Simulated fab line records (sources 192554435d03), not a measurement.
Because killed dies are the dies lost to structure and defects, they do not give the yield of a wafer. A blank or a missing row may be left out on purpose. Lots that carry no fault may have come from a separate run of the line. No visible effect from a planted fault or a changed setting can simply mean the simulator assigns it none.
fab line records | flow n5-finfet | part 1 of 2: steps 1 to 12 of 25
record: lots: 5 wafers: 15 last-day: 19
route steps=1938 shown MOL_CONTACT_COAG@576
lots that met no fault: from a run of the same line without faults
start-h: start of the lot's first displayed wafer, in hours after the record's first day | wait-h: hours from the lot's prior step to this one | " same as the row above | L1.1+2: a single row standing in for several wafers | - value missing, or start not given | * or withheld: withheld | < > ~ a bound
route shown NAME@n: NAME is a module with steps in the file, n the number in the route of the first one | usual: the fault-free wafers' mean and standard deviation | same: alike in all rows | chamber/n: place in a boat | sites: readings site by site | _std_site: standard deviation of those values | _edge_site: inner sites' mean taken away from outer sites' mean | radius-mm: how far each site lies from the wafer's centre | mask NAME#n: copy n | behind: the last tool/chamber to shape the wafer | hold: the reason the lot was held/the length of the hold in hours/how it ended | device: transistor that didn't switch, given as n, p or np | end of line: the tests these same wafers got at the end of their route | a step with no rows: only its recipe | killed: not the wafer's yield, but the dies lost to structure and defects at the first sort | map: a wafer's dies, x killed, . not, _ none there
set.NAME: the run value of the setting; set.NAME@STEP: its run value at that earlier step | model.NAME: the simulator's own value behind a step, which no gauge read
a table for each step, a row for each wafer; lots at some steps of the route
services: from which hour (start-h, from the record's first day; less than 0 if before it) a tool's chamber was out of use, for how many hours, and why
== steps ==
step: N5_MOL_CONTACT_COAG_DESCUM_88
recipe: chemistry: O2 time-s: 7 source-power-w: 50 bias-power-w: 20 pressure-mtorr: 20 rf-frequency-hz: 2.712e+07 temp-c: 40 resist: CAR-EUV o2-flow-sccm: 225
usual: drypump-motor-current-A: 5.6/0.61 oes-product-au: 0.81/0.082 rf-fwd-power-W: 49.32/0.29 rf-vpp-V: 243.3/1.4 showerhead-plenum-p-Torr: 2.10/0.068 temp-c: 40.00/0.1 throttle-valve-pct: 20.40/0.26
columns lot.wafer tool chamber start-h wait-h drypump-motor-current-A oes-product-au rf-fwd-power-W rf-hours-counter-h rf-vpp-V showerhead-plenum-p-Torr temp-c throttle-valve-pct
L077.1 rie-diel-05 0 123.33 0.1 5.1 0.91 48.96 24 242.4 2.13 39.88 20.06
L077.2 " 1 " " 5.5 0.74 49.75 162 245.0 2.15 39.95 20.48
L077.3 " 2 " " 6.6 0.90 49.26 31 243.8 2.13 39.94 20.13
L080.3 rie-diel-04 2 133.25 0.0 4.9 0.69 49.06 226 240.5 1.97 39.89 20.46
L080.5 " 3 " " 6.2 0.77 49.17 - 244.2 2.18 39.98 20.62
L080.6 " 2 " " 4.9 0.69 49.29 - 240.9 1.97 39.90 20.44
L084.2 rie-diel-03 2 162.08 0.0 5.1 0.86 49.92 54 240.6 2.06 40.15 20.61
L084.5 " 2 " " 5.1 0.85 49.45 - 240.5 2.06 40.04 20.62
L084.6 " 1 " " 4.7 0.86 49.02 - 241.7 2.02 40.04 20.46
L094.1 rie-diel-03 2 224.62 0.0 5.1 0.83 49.84 75 241.5 2.05 39.96 20.64
L094.3 " 3 " " 5.1 0.85 49.70 46 244.5 2.03 40.13 20.14
L094.4 " 0 " " 5.7 0.92 49.58 21 244.1 2.23 40.07 20.34
L096.3 rie-diel-04 3 235.77 0.0 6.2 0.74 49.05 197 245.2 2.17 39.96 20.68
L096.4 " 2 " " 4.9 0.98 49.17 - 244.4 2.23 40.06 20.14
L096.5 " 3 " " 6.2 0.74 49.31 - 243.9 2.17 40.07 20.70
step: N5_MOL_CONTACT_COAG_ETCH_89
recipe: chemistry: N2/H2 target: underlayer target-depth-a: 130 mask-material: CAR-EUV time-s: 10.4 ion-energy-ev: 200 pressure-mtorr: 30 source-w: 840 bias-w: 150 n2-flow-sccm: 200 h2-flow-sccm: 200 ends: cleared
usual: drypump-motor-current-A: 5.6/0.61 etch-rf-on-time-s: 10.35/0.24 h2-flow-sccm: 200.1/0.66 oes-product-au: 0.69/0.069 rf-fwd-power-W: 819.3/2.9 rf-vpp-V: 524.0/2.3 showerhead-plenum-p-Torr: 2.56/0.085 throttle-valve-pct: 17.88/0.26
columns lot.wafer tool chamber start-h wait-h drypump-motor-current-A etch-rf-on-time-s h2-flow-sccm oes-product-au rf-fwd-power-W rf-hours-counter-h rf-vpp-V showerhead-plenum-p-Torr throttle-valve-pct
L077.1 rie-diel-05 0 123.36 0.0 5.1 10.17 200.0 0.78 817.4 24 525.1 2.61 17.71
L077.2 " 1 " " 5.5 10.28 199.6 0.65 816.2 162 526.8 2.64 18.10
L077.3 " 2 " " 6.6 9.80 199.1 0.77 818.7 31 523.3 2.59 17.61
L080.3 rie-diel-04 2 133.28 0.0 4.9 10.74 201.2 0.59 819.4 226 519.9 2.39 17.76
L080.5 " 3 " " 6.2 10.48 200.1 0.66 823.5 - 525.8 2.65 18.06
L080.6 " 2 " " 4.9 10.84 202.1 0.59 820.6 - 519.7 2.39 17.77
L084.2 rie-diel-03 2 162.12 0.0 5.1 9.94 198.5 0.74 819.3 54 523.3 2.50 18.00
L084.5 " 2 " " 5.1 9.87 199.4 0.74 817.9 - 522.9 2.50 18.03
L084.6 " 1 " " 4.7 10.20 200.5 0.73 815.6 - 520.9 2.48 18.16
L094.1 rie-diel-03 2 224.65 0.0 5.1 10.03 200.0 0.71 817.7 75 522.8 2.49 18.07
L094.3 " 3 " " 5.1 10.48 199.9 0.73 820.1 46 522.2 2.47 17.57
L094.4 " 0 " " 5.7 10.26 200.7 0.79 820.3 21 527.9 2.71 17.77
L096.3 rie-diel-04 3 235.80 0.0 6.2 10.65 200.4 0.62 819.4 197 525.1 2.63 18.11
L096.4 " 2 " " 4.9 9.97 200.9 0.84 821.3 - 528.1 2.70 17.43
L096.5 " 3 " " 6.2 10.69 201.3 0.62 820.1 - 527.3 2.63 18.10
step: N5_MOL_CONTACT_COAG_ETCH_90
recipe: chemistry: CF4 target: SiARC target-depth-a: 130 mask-material: CAR-EUV time-s: 21.7 ion-energy-ev: 80 pressure-mtorr: 40 source-w: 545 bias-w: 36 Ar_flow_sccm: 100 cf4-flow-sccm: 100 ends: cleared
usual: drypump-motor-current-A: 5.6/0.62 etch-rf-on-time-s: 21.5/0.46 oes-product-au: 0.69/0.069 rf-fwd-power-W: 532.0/1.9 rf-vpp-V: 184.1/1.1 showerhead-plenum-p-Torr: 2.16/0.067 throttle-valve-pct: 15.63/0.26
columns lot.wafer tool chamber start-h wait-h drypump-motor-current-A etch-rf-on-time-s oes-product-au rf-fwd-power-W rf-hours-counter-h rf-vpp-V showerhead-plenum-p-Torr throttle-valve-pct
L077.1 rie-diel-05 0 123.38 0.0 5.1 21.3 0.78 528.1 24 184.1 2.19 15.37
L077.2 " 1 " " 5.5 21.4 0.65 529.9 162 186.2 2.23 15.87
L077.3 " 2 " " 6.6 20.6 0.77 531.0 31 183.7 2.18 15.30
L080.3 rie-diel-04 2 133.30 0.0 4.9 22.1 0.59 533.9 226 182.6 2.05 15.82
L080.5 " 3 " " 6.2 21.8 0.66 529.9 - 184.7 2.24 15.84
L080.6 " 2 " " 4.9 22.2 0.59 532.9 - 183.1 2.05 15.82
L084.2 rie-diel-03 2 162.14 0.0 5.1 20.7 0.74 535.8 54 183.8 2.09 15.52
L084.5 " 2 " " 5.0 20.7 0.75 536.1 - 184.1 2.09 15.52
L084.6 " 1 " " 4.7 21.5 0.73 528.5 - 183.7 2.09 15.67
L094.1 rie-diel-03 2 224.67 0.0 5.0 20.6 0.71 532.3 75 184.5 2.08 15.58
L094.3 " 3 " " 5.1 21.8 0.73 532.8 46 183.3 2.10 15.38
L094.4 " 0 " " 5.7 21.1 0.80 532.9 21 186.8 2.28 15.51
L096.3 rie-diel-04 3 235.82 0.0 6.2 22.1 0.62 531.2 197 184.8 2.22 15.92
L096.4 " 2 " " 4.9 20.9 0.84 531.4 - 185.8 2.30 15.39
L096.5 " 3 " " 6.2 22.0 0.63 531.7 - 185.6 2.22 15.93
step: N5_MOL_CONTACT_COAG_ALD_131
recipe: material: SiO2 target-thk-a: 50 temp-c: 100 ald-precursor-family: BDEAS ald-co-reactant: O2-plasma pulse-time-s: 1 co-reactant-pulse-time-s: 1 purge-time-s: 2 co-reactant-purge-time-s: 2 ald-cycles: 35 pressure-torr: 2
usual: heater-power-w: 79/7.6 precursor-pulse-height-rel: 1.000/0.019
same: co-reactant-pulse-time-s: 1 co-reactant-purge-time-s: 2
columns lot.wafer tool chamber start-h wait-h heater-power-w precursor-pulse-height-rel
L077.1 ald-sin-01 0 123.46 0.1 75 0.996
L077.2 " 1 " " 77 1.009
L077.3 " 2 " " 79 1.005
L080.3 ald-sin-04 2 133.38 0.1 73 0.993
L080.5 " 3 " " 87 1.010
L080.6 " 2 " " 74 1.001
L084.2 ald-sin-04 1 162.22 0.1 68 1.015
L084.5 " 3 " " 88 0.993
L084.6 " 0 " " 73 1.022
L094.1 ald-sin-01 0 224.75 0.1 73 0.987
L094.3 " 1 " " 74 1.006
L094.4 " 2 " " 85 1.035
L096.3 ald-sin-04 0 236.80 0.9 74 1.039
L096.4 " 3 " " 90 1.030
L096.5 " 2 " " 74 0.975
step: N5_MOL_CONTACT_COAG_ETCHBACK_132
recipe: chemistry: CHF3 target: SiO2 target-depth-a: 100 time-s: 6.7 ion-energy-ev: 200 pressure-mtorr: 30 source-w: 610 bias-w: 170 Ar_flow_sccm: 200 CHF3_flow_sccm: 50
usual: drypump-motor-current-A: 5.7/0.59 oes-product-au: 0.82/0.084 rf-fwd-power-W: 602/3.4 rf-vpp-V: 521/9.9 showerhead-plenum-p-Torr: 2.39/0.072 throttle-valve-pct: 18.72/0.27
columns lot.wafer tool chamber start-h wait-h drypump-motor-current-A oes-product-au rf-fwd-power-W rf-hours-counter-h rf-vpp-V showerhead-plenum-p-Torr throttle-valve-pct
L077.1 rie-diel-05 2 123.64 0.1 6.6 0.90 604 31 528 2.42 18.41
L077.2 " 0 " " 5.1 0.90 596 24 522 2.43 18.45
L077.3 " 3 " " 5.7 0.87 603 37 517 2.31 18.38
L080.3 rie-diel-05 0 133.56 0.1 5.1 0.90 596 27 523 2.43 18.46
L080.5 " 3 " " 5.7 0.88 603 - 517 2.31 18.39
L080.6 " 2 " " 6.6 0.89 603 - 528 2.42 18.42
L084.2 rie-diel-05 1 162.44 0.1 5.5 0.73 605 176 517 2.47 19.01
L084.5 " 0 " " 5.1 0.88 603 - 521 2.42 18.46
L084.6 " 1 " " 5.5 0.73 605 - 518 2.47 18.99
L094.1 rie-diel-03 3 224.93 0.1 5.1 0.85 605 46 539 2.33 18.51
L094.3 " 0 " " 5.7 0.92 603 21 510 2.53 18.66
L094.4 " 1 " " 4.7 0.84 600 73 537 2.32 18.92
L096.3 rie-diel-03 2 237.12 0.2 5.1 0.83 606 80 529 2.34 18.88
L096.4 " 3 " " 5.1 0.84 607 50 540 2.33 18.50
L096.5 " 3 " " 5.1 0.84 603 - 539 2.33 18.52
step: N5_MOL_CONTACT_COAG_ETCH_91
recipe: chemistry: N2/H2 target: SOC target-depth-a: 600 overetch-a: 210 mask-material: SiARC temp-c: 40 time-s: 101.2 ion-energy-ev: 200 pressure-mtorr: 30 source-w: 840 bias-w: 150 n2-flow-sccm: 200 h2-flow-sccm: 200
usual: drypump-motor-current-A: 5.7/0.59 h2-flow-sccm: 200.1/0.58 oes-product-au: 0.68/0.064 rf-fwd-power-W: 834.7/2.9 rf-vpp-V: 524.1/2.2 showerhead-plenum-p-Torr: 2.55/0.082 temp-c: 40.00/0.11 throttle-valve-pct: 17.81/0.27
columns lot.wafer tool chamber start-h wait-h drypump-motor-current-A h2-flow-sccm oes-product-au rf-fwd-power-W rf-hours-counter-h rf-vpp-V showerhead-plenum-p-Torr temp-c throttle-valve-pct
L077.1 rie-diel-05 2 123.67 0.0 6.6 199.9 0.73 836.7 32 525.5 2.59 39.94 17.55
L077.2 " 0 " " 5.1 198.7 0.75 834.8 24 524.9 2.61 40.15 17.68
L077.3 " 3 " " 5.7 200.3 0.72 834.5 37 521.8 2.49 40.09 17.51
L080.3 rie-diel-05 0 133.59 0.0 5.1 200.4 0.74 831.3 27 525.1 2.61 40.00 17.67
L080.5 " 3 " " 5.7 200.4 0.72 835.8 - 522.0 2.48 39.97 17.54
L080.6 " 2 " " 6.6 201.5 0.72 835.4 - 523.9 2.59 39.78 17.58
L084.2 rie-diel-05 1 162.48 0.0 5.5 199.8 0.62 835.9 176 526.5 2.64 39.99 18.09
L084.5 " 0 " " 5.1 200.3 0.74 835.6 - 526.1 2.60 39.83 17.71
L084.6 " 1 " " 5.5 199.9 0.62 837.2 - 527.6 2.64 40.08 18.09
L094.1 rie-diel-03 3 224.97 0.0 5.1 199.0 0.71 837.0 46 522.5 2.47 40.02 17.51
L094.3 " 0 " " 5.7 199.1 0.77 836.1 21 527.4 2.71 40.08 17.74
L094.4 " 1 " " 4.7 199.9 0.68 832.2 73 522.4 2.47 40.07 18.16
L096.3 rie-diel-03 2 237.15 0.0 5.1 200.1 0.67 838.7 80 521.8 2.49 40.12 18.02
L096.4 " 3 " " 5.1 201.2 0.70 834.5 50 522.1 2.47 39.98 17.54
L096.5 " 3 " " 5.1 200.5 0.70 834.5 - 522.0 2.47 39.86 17.52
step: N5_MOL_CONTACT_COAG_STRIP_92
recipe: chemistry: N2/H2 temp-c: 40 n2-flow-sccm: 200 h2-flow-sccm: 200 rf-frequency-hz: 6e+07
columns lot.wafer tool chamber start-h wait-h
L077.1+2+3 rie-diel-05 2,0,3 123.74 0.0
L080.3+5+6 rie-diel-05 0,3,2 133.66 0.0
L084.2+5+6 rie-diel-05 1,0,1 162.55 0.0
L094.1+3+4 rie-diel-03 3,0,1 225.04 0.0
L096.3+4+5 rie-diel-03 2,3,3 237.22 0.0
step: N5_MOL_CONTACT_COAG_STRIP_93
recipe: chemistry: N2/H2 temp-c: 40 n2-flow-sccm: 200 h2-flow-sccm: 200 rf-frequency-hz: 6e+07
columns lot.wafer tool chamber start-h wait-h
L077.1+2+3 rie-diel-05 2,0,3 123.75 0.0
L080.3+5+6 rie-diel-05 0,3,2 133.67 0.0
L084.2+5+6 rie-diel-05 1,0,1 162.56 0.0
L094.1+3+4 rie-diel-03 3,0,1 225.05 0.0
L096.3+4+5 rie-diel-03 2,3,3 237.23 0.0
step: N5_MOL_CONTACT_COAG_ETCHBACK_135
recipe: chemistry: CHF3 target: SiO2 target-depth-a: 250 time-s: 16.7 ion-energy-ev: 200 pressure-mtorr: 30 source-w: 610 bias-w: 170 Ar_flow_sccm: 200 CHF3_flow_sccm: 50
usual: drypump-motor-current-A: 5.6/0.59 oes-product-au: 0.82/0.084 rf-fwd-power-W: 599/3.6 rf-vpp-V: 521/9.7 showerhead-plenum-p-Torr: 2.39/0.072 throttle-valve-pct: 18.72/0.27
columns lot.wafer tool chamber start-h wait-h drypump-motor-current-A oes-product-au rf-fwd-power-W rf-hours-counter-h rf-vpp-V showerhead-plenum-p-Torr throttle-valve-pct
L077.1 rie-diel-05 2 123.76 0.0 6.6 0.89 601 32 529 2.42 18.42
L077.2 " 0 " " 5.1 0.90 597 24 522 2.43 18.43
L077.3 " 3 " " 5.7 0.88 599 37 518 2.31 18.36
L080.3 rie-diel-05 0 133.68 0.0 5.1 0.89 593 28 521 2.43 18.43
L080.5 " 3 " " 5.7 0.87 599 - 517 2.31 18.35
L080.6 " 2 " " 6.6 0.89 601 - 527 2.42 18.42
L084.2 rie-diel-05 1 162.57 0.0 5.5 0.75 604 176 517 2.47 19.01
L084.5 " 0 " " 5.1 0.89 596 - 522 2.42 18.47
L084.6 " 1 " " 5.5 0.73 602 - 517 2.47 19.00
L094.1 rie-diel-03 3 225.06 0.0 5.1 0.86 601 46 540 2.33 18.52
L094.3 " 0 " " 5.7 0.91 601 21 510 2.53 18.65
L094.4 " 1 " " 4.7 0.82 594 73 536 2.32 18.93
L096.3 rie-diel-03 2 237.24 0.0 5.1 0.84 602 80 528 2.34 18.88
L096.4 " 3 " " 5.1 0.85 599 50 537 2.33 18.53
L096.5 " 3 " " 5.1 0.84 597 - 539 2.33 18.52
step: N5_MOL_CONTACT_COAG_STRIP_118
recipe: chemistry: CHF3 resist: SiARC rf-frequency-hz: 6e+07
columns lot.wafer tool chamber start-h wait-h
L077.1+2+3 rie-diel-05 2,0,3 123.79 0.0
L080.3+5+6 rie-diel-05 0,3,2 133.71 0.0
L084.2+5+6 rie-diel-05 1,0,1 162.59 0.0
L094.1+3+4 rie-diel-03 3,0,1 225.08 0.0
L096.3+4+5 rie-diel-03 2,3,3 237.27 0.0
step: N5_MOL_CONTACT_COAG_VIA_ETCH_46
recipe: chemistry: C4F6/O2 target-depth-a: 460 overetch-a: 92 mask-material: SOC target: SiO2 bias-w: 455 pressure-mtorr: 10 time-s: 40 source-w: 325 Ar_flow_sccm: 300 C4F6_flow_sccm: 10 O2_flow_sccm: 10 ion-energy-ev: 575.3 ends: end-point
usual: drypump-motor-current-A: 5.7/0.59 oes-product-au: 0.73/0.069 rf-fwd-power-W: 322.9/1.2 rf-vpp-V: 1580/28 showerhead-plenum-p-Torr: 2.86/0.086 throttle-valve-pct: 41.0/0.47
columns lot.wafer tool chamber start-h wait-h drypump-motor-current-A oes-product-au rf-fwd-power-W rf-hours-counter-h rf-vpp-V showerhead-plenum-p-Torr throttle-valve-pct
L077.1 rie-diel-05 2 123.80 0.0 6.6 0.77 323.2 32 1599 2.88 40.7
L077.2 " 0 " " 5.1 0.80 322.5 24 1583 2.90 40.5
L077.3 " 3 " " 5.7 0.77 324.1 37 1569 2.76 40.1
L080.3 rie-diel-05 0 133.72 0.0 5.1 0.79 324.1 28 1583 2.90 40.5
L080.5 " 3 " " 5.7 0.77 323.9 - 1567 2.75 40.1
L080.6 " 2 " " 6.6 0.77 323.6 - 1599 2.88 40.7
L084.2 rie-diel-05 1 162.60 0.0 5.5 0.67 323.6 176 1570 2.95 41.2
L084.5 " 0 " " 5.1 0.79 323.1 - 1583 2.89 40.6
L084.6 " 1 " " 5.5 0.67 323.0 - 1570 2.95 41.2
L094.1 rie-diel-03 3 225.09 0.0 5.1 0.75 323.1 46 1626 2.78 40.8
L094.3 " 0 " " 5.7 0.80 322.6 21 1545 3.02 40.8
L094.4 " 1 " " 4.7 0.73 323.2 73 1623 2.77 41.4
L096.3 rie-diel-03 2 237.28 0.0 5.1 0.73 324.0 80 1601 2.79 42.0
L096.4 " 3 " " 5.1 0.77 323.2 50 1628 2.78 40.9
L096.5 " 3 " " 5.1 0.78 323.1 - 1626 2.78 40.9
step: N5_MOL_CONTACT_COAG_STRIP_96
recipe: chemistry: N2/H2 power-w: 500 temp-c: 40 pressure-mtorr: 50 rf-frequency-hz: 6e+07 overash-fraction: 0.3 bias-power-w: 28 h2-frac: 0.5 n2-flow-sccm: 300 h2-flow-sccm: 300
usual: drypump-motor-current-A: 5.7/0.6 h2-flow-sccm: 300.0/0.9 oes-product-au: 0.82/0.083 rf-vpp-V: 122.1/1.3 showerhead-plenum-p-Torr: 3.37/0.1 temp-c: 39.99/0.1 throttle-valve-pct: 18.9/0.4
columns lot.wafer tool chamber start-h wait-h drypump-motor-current-A h2-flow-sccm oes-product-au rf-hours-counter-h rf-vpp-V showerhead-plenum-p-Torr temp-c throttle-valve-pct
L077.1 rie-diel-05 2 123.86 0.0 6.7 301.5 0.89 32 121.5 3.42 39.85 18.6
L077.2 " 0 " " 5.1 298.9 0.90 24 119.6 3.44 40.00 19.1
L077.3 " 3 " " 5.7 299.9 0.87 37 123.3 3.29 39.94 18.6
L080.3 rie-diel-05 0 133.78 0.0 5.1 299.5 0.91 28 125.1 3.44 39.87 19.1
L080.5 " 3 " " 5.7 300.2 0.87 - 122.9 3.29 40.08 18.6
L080.6 " 2 " " 6.6 300.2 0.88 - 124.6 3.42 39.78 18.6
L084.2 rie-diel-05 1 162.67 0.0 5.5 298.9 0.73 176 123.0 3.48 40.06 19.3
L084.5 " 0 " " 5.1 300.2 0.89 - 121.3 3.44 39.84 19.1
L084.6 " 1 " " 5.5 299.8 0.74 - 124.0 3.48 40.05 19.3
L094.1 rie-diel-03 3 225.16 0.0 5.1 299.0 0.84 46 121.3 3.26 40.09 18.6
L094.3 " 0 " " 5.7 299.4 0.92 21 123.5 3.57 40.26 18.9
L094.4 " 1 " " 4.7 300.3 0.84 73 120.4 3.27 39.89 19.7
L096.3 rie-diel-03 2 237.34 0.0 5.1 299.0 0.83 80 123.6 3.29 40.03 19.3
L096.4 " 3 " " 5.1 300.1 0.84 50 121.9 3.26 39.94 18.7
L096.5 " 3 " " 5.1 301.8 0.85 - 123.0 3.26 40.04 18.7
